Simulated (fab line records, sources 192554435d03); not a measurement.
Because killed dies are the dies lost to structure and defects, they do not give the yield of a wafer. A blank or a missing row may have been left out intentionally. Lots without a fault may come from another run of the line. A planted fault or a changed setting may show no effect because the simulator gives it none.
Split-lot experiment / flow n5_finfet / on a route of 1938 steps: 7 lots, 21 wafers read

## ABOUT THE SPLIT
At N5_FIN_SAQP_PEB_14 (peb time 60 s), the setting peb_time_s was moved away from the recipe's 60 s on 5 of the 21 wafers read, by -13.1% to +14.1%. This setting was run at the recipe's value on the other wafers.

## FROM THE SPLIT ON TO THE READING: in between, the file shows 1 step
- N5_FIN_SAQP_DEVELOP_15: develop time 30 s

## THE READING
cd_nm at N5_FIN_SAQP_CD_MEAS_16, given in nm (cd target 35.6 nm). On this fab line, fault-free wafers typically give 35.6 nm with a standard deviation of 0.42 nm.

wafer=L077.4; tool, chamber at the split=litho_track-01, 0; peb_time_s as run, s=60; against the recipe=recipe; cd_nm, nm=36.0; against lot-mates on the recipe=-
wafer=L077.5; tool, chamber at the split=litho_track-01, 0; peb_time_s as run, s=60; against the recipe=recipe; cd_nm, nm=36.1; against lot-mates on the recipe=-
wafer=L077.6; tool, chamber at the split=litho_track-01, 0; peb_time_s as run, s=60; against the recipe=recipe; cd_nm, nm=36.1; against lot-mates on the recipe=-
wafer=L084.1; tool, chamber at the split=litho_track-05, 0; peb_time_s as run, s=52.13; against the recipe=-13.1%; cd_nm, nm=37.7; against lot-mates on the recipe=+1.9
wafer=L084.5; tool, chamber at the split=litho_track-05, 0; peb_time_s as run, s=60; against the recipe=recipe; cd_nm, nm=35.8; against lot-mates on the recipe=-
wafer=L084.6; tool, chamber at the split=litho_track-05, 0; peb_time_s as run, s=52.13; against the recipe=-13.1%; cd_nm, nm=37.2; against lot-mates on the recipe=+1.4
wafer=L085.1; tool, chamber at the split=litho_track-01, 0; peb_time_s as run, s=60; against the recipe=recipe; cd_nm, nm=35.7; against lot-mates on the recipe=-
wafer=L085.3; tool, chamber at the split=litho_track-01, 0; peb_time_s as run, s=65.6; against the recipe=+9.3%; cd_nm, nm=34.1; against lot-mates on the recipe=-1.6
wafer=L085.6; tool, chamber at the split=litho_track-01, 0; peb_time_s as run, s=65.6; against the recipe=+9.3%; cd_nm, nm=34.4; against lot-mates on the recipe=-1.3
wafer=L087.1; tool, chamber at the split=litho_track-05, 0; peb_time_s as run, s=60; against the recipe=recipe; cd_nm, nm=36.0; against lot-mates on the recipe=-
wafer=L087.3; tool, chamber at the split=litho_track-05, 0; peb_time_s as run, s=60; against the recipe=recipe; cd_nm, nm=35.2; against lot-mates on the recipe=-
wafer=L087.5; tool, chamber at the split=litho_track-05, 0; peb_time_s as run, s=60; against the recipe=recipe; cd_nm, nm=34.4; against lot-mates on the recipe=-
wafer=L090.1; tool, chamber at the split=litho_track-01, 0; peb_time_s as run, s=60; against the recipe=recipe; cd_nm, nm=35.9; against lot-mates on the recipe=-
wafer=L090.2; tool, chamber at the split=litho_track-01, 0; peb_time_s as run, s=60; against the recipe=recipe; cd_nm, nm=36.0; against lot-mates on the recipe=-
wafer=L090.3; tool, chamber at the split=litho_track-01, 0; peb_time_s as run, s=60; against the recipe=recipe; cd_nm, nm=35.6; against lot-mates on the recipe=-
wafer=L091.1; tool, chamber at the split=litho_track-01, 0; peb_time_s as run, s=68.47; against the recipe=+14.1%; cd_nm, nm=33.9; against lot-mates on the recipe=-1.8
wafer=L091.2; tool, chamber at the split=litho_track-01, 0; peb_time_s as run, s=60; against the recipe=recipe; cd_nm, nm=35.6; against lot-mates on the recipe=-
wafer=L091.4; tool, chamber at the split=litho_track-01, 0; peb_time_s as run, s=60; against the recipe=recipe; cd_nm, nm=35.8; against lot-mates on the recipe=-
wafer=L093.2; tool, chamber at the split=litho_track-04, 0; peb_time_s as run, s=60; against the recipe=recipe; cd_nm, nm=35.5; against lot-mates on the recipe=-
wafer=L093.3; tool, chamber at the split=litho_track-04, 0; peb_time_s as run, s=60; against the recipe=recipe; cd_nm, nm=35.5; against lot-mates on the recipe=-
wafer=L093.4; tool, chamber at the split=litho_track-04, 0; peb_time_s as run, s=60; against the recipe=recipe; cd_nm, nm=35.3; against lot-mates on the recipe=-

FIT RESULTS
A straight line over all 21 wafers: cd_nm changes by -0.137 nm for each +1% of peb_time_s; r = -0.90; the points scatter about the line by 0.4 nm.
The same after taking each lot's own level away (the mean of its wafers on the recipe; 21 wafers): -0.133 nm for each +1%; r = -0.94; scatter 0.3 nm.
According to that fit, moving peb_time_s by its largest amount changes the reading by 1.9 nm.
The lots' own levels span 35.20 to 36.07 nm, that is 2.1 times the standard deviation above.
The two slopes agree, so the slope changes little with the lot-to-lot level.
Check: for one of the wafers moved furthest among these (+14.1%), held out of the fit, the line's prediction against its lot-mates is -1.95 nm. It came out at -1.8 nm against them.

## FURTHER SPLITS ON THESE WAFERS
Before the reading, these wafers also passed through other splits. Each is held against what the fit with the lots' levels taken away leaves over:
other split on the same wafers=N5_ZERO_LAYER_EXPOSE_08 dose_mj; wafers away from the commonest value=10; r with cd_nm (lot level and that fit taken away)=+0.17
other split on the same wafers=N5_ZERO_LAYER_DEVELOP_10 develop_time_s; wafers away from the commonest value=11; r with cd_nm (lot level and that fit taken away)=-0.17
other split on the same wafers=N5_WELL_APT_COAT_02 spin_rpm; wafers away from the commonest value=7; r with cd_nm (lot level and that fit taken away)=-0.10

## FILE'S OWN FIT
cd_nm changes by -0.133 nm for each +1% of peb_time_s, r = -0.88.
